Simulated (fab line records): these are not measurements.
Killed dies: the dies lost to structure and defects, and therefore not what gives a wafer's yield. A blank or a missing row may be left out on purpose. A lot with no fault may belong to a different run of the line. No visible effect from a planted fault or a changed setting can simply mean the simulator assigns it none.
Lot-split experiment	flow n5-finfet	7 lots, 21 wafers read, on a route of 1938 steps

== ABOUT THE SPLIT ==
At N5_BEOL_M0_CUTY_EXPOSE_54 (exposes mask M0 ABLK), the setting dose-mj was moved away from the recipe's 36 on 5 of the 21 wafers read, by -6.9% to -4.8%. The other wafers ran this setting at the recipe's value.

== FROM THE SPLIT TO THE READING: what the file shows between them, 2 steps ==
- N5_BEOL_M0_CUTY_PEB_55: peb time 60 s
- N5_BEOL_M0_CUTY_DEVELOP_56: develop time 30 s

== THE READING ==
Shown in nm: cd-nm at N5_BEOL_M0_CUTY_CD_MEAS_57, with target cd 200 nm. On this fab line, fault-free wafers typically give 199.7 nm with a standard deviation of 1.2 nm.

wafer	tool, chamber at the split	dose-mj as run	against the recipe	cd-nm, nm	against lot-mates on the recipe
L074.1	arfi-scanner-01, 0	36	recipe	199.0	-
L074.4	arfi-scanner-01, 0	36	recipe	199.3	-
L074.6	arfi-scanner-01, 0	36	recipe	199.5	-
L079.1	arfi-scanner-03, 0	33.51	-6.9%	204.8	+4.6
L079.2	arfi-scanner-03, 0	36	recipe	200.7	-
L079.3	arfi-scanner-03, 0	36	recipe	199.7	-
L080.1	arfi-scanner-01, 0	36	recipe	201.9	-
L080.2	arfi-scanner-01, 0	36	recipe	200.9	-
L080.3	arfi-scanner-01, 0	33.72	-6.3%	205.2	+3.8
L082.2	arfi-scanner-03, 0	36	recipe	200.1	-
L082.3	arfi-scanner-03, 0	33.9	-5.8%	204.5	+3.7
L082.5	arfi-scanner-03, 0	36	recipe	201.6	-
L085.1	arfi-scanner-01, 0	36	recipe	199.9	-
L085.3	arfi-scanner-01, 0	36	recipe	200.1	-
L085.4	arfi-scanner-01, 0	36	recipe	200.3	-
L086.1	arfi-scanner-02, 0	34.28	-4.8%	201.5	+1.6
L086.5	arfi-scanner-02, 0	36	recipe	199.9	-
L086.6	arfi-scanner-02, 0	34.28	-4.8%	202.3	+2.4
L089.4	arfi-scanner-03, 0	36	recipe	200.5	-
L089.5	arfi-scanner-03, 0	36	recipe	198.0	-
L089.6	arfi-scanner-03, 0	36	recipe	198.6	-

THE FIT
A straight line over all 21 wafers: cd-nm changes by -0.666 nm for each +1% of dose-mj; r = -0.86; the points scatter about the line by 1 nm.
The same after taking each lot's own level away (the mean of its wafers on the recipe; 21 wafers): -0.579 nm for each +1%; r = -0.92; scatter 0.64 nm.
The reading moves by 4 nm for the largest change in dose-mj, on that fit.
Measured against the standard deviation above, the lots' own levels, which go from 199.03 to 201.40 nm, span 2.0 times it.
Thus the slope moves with the lot-to-lot level: the two fits are different.
Check: with one of the wafers moved furthest among these (-6.9%) left out of the fit, the line predicts +3.73 nm for it against its lot-mates. Against them it came out at +4.6 nm.

== ADDITIONAL SPLITS CARRIED BY THESE WAFERS ==
Other splits were also applied to these wafers ahead of the reading. Each is held against what the fit with the lots' levels taken away leaves over:
other split on the same wafers	wafers away from the commonest value	r with cd-nm (lot level and that fit taken away)
N5_MOL_CONTACT_COAG_EXPOSE_05 dose-mj	8	-0.10
N5_MOL_CONTACT_COAG_ETCH_91 time-s	5	+0.06

== THE FILE'S OWN FIT ==
cd-nm changes by -0.599 nm for each +1% of dose-mj, r = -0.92.
